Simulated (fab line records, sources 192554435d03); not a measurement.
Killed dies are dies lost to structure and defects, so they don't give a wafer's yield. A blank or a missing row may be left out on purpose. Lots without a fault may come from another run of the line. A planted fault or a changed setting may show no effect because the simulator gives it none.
Chamber matching | flow n5_finfet | N5_BEOL_M1_ILD_DEP_00 on pecvd-01: 3 sister chambers
The step deposits SiOC from DEMS/O2, target thk 79 nm, time 15.3 s. 14 wafers are shown with their chamber, then 7 later ones without.

WAFERS WITH THEIR CHAMBER
wafer  | chamber | throttle_valve_pct (%) | heater_power_w (W) | showerhead_plenum_p_Torr (Torr)
L076.3 | 0       | 13.7                   | 505                | 5.734
L076.4 | 1       | 12.6                   | 456                | 5.720
L076.6 | 2       | 10.9                   | 679                | 5.672
L077.2 | 1       | 12.4                   | 501                | 5.700
L077.4 | 2       | 10.9                   | 763                | 5.659
L077.5 | 0       | 13.7                   | 515                | 5.715
L079.1 | 1       | 12.4                   | 478                | 5.690
L079.2 | 0       | 13.6                   | 566                | 5.718
L079.6 | 2       | 11.3                   | 786                | 5.656
L081.2 | 1       | 12.6                   | 497                | 5.695
L081.3 | 0       | 13.5                   | 540                | 5.715
L081.5 | 0       | 13.5                   | 544                | 5.719
L087.1 | 1       | 12.4                   | 467                | 5.694
L087.2 | 0       | 13.6                   | 525                | 5.706

SIGNATURES (means of the wafers above)
reading                  | chamber 0 | chamber 1 | chamber 2 | scatter within a chamber
throttle_valve_pct       | 13.600    | 12.480    | 11.033    | 0.133
heater_power_w           | 532.50    | 479.80    | 742.67    | 30.5
showerhead_plenum_p_Torr | 5.71783   | 5.69980   | 5.66233   | 0.0101
Rule: a wafer's distance from a chamber is the root of the sum, over the readings, of the square of ((its reading less the chamber's mean) divided by the reading's scatter). The wafer belongs to the nearest chamber; if the next one is less than 2 further off, it can't be placed. The scatter: the root of (the sum of the squares of (reading less its chamber's mean) over the shown wafers, divided by (wafers less chambers)).

WAFERS WITHOUT THEIR CHAMBER
wafer  | throttle_valve_pct (%) | heater_power_w (W) | showerhead_plenum_p_Torr (Torr)
L087.3 | 11.2                   | 700                | 5.677
L093.2 | 11.5                   | 660                | 5.665
L093.3 | 13.4                   | 538                | 5.721
L093.6 | 12.5                   | 447                | 5.718
L086.3 | 13.6                   | 541                | 5.719
L086.4 | 12.5                   | 503                | 5.697
L086.5 | 13.7                   | 526                | 5.727

WHICH CHAMBER EACH WENT THROUGH
wafer  | from the rows above | in truth
L087.3 | 2                   | 2
L093.2 | 2                   | 2
L093.3 | 0                   | 0
L093.6 | 1                   | 1
L086.3 | 0                   | 0
L086.4 | 1                   | 1
L086.5 | 0                   | 0
Placed correctly: 7 of 7. Can't be placed from these rows: 0. Placed wrongly: 0.
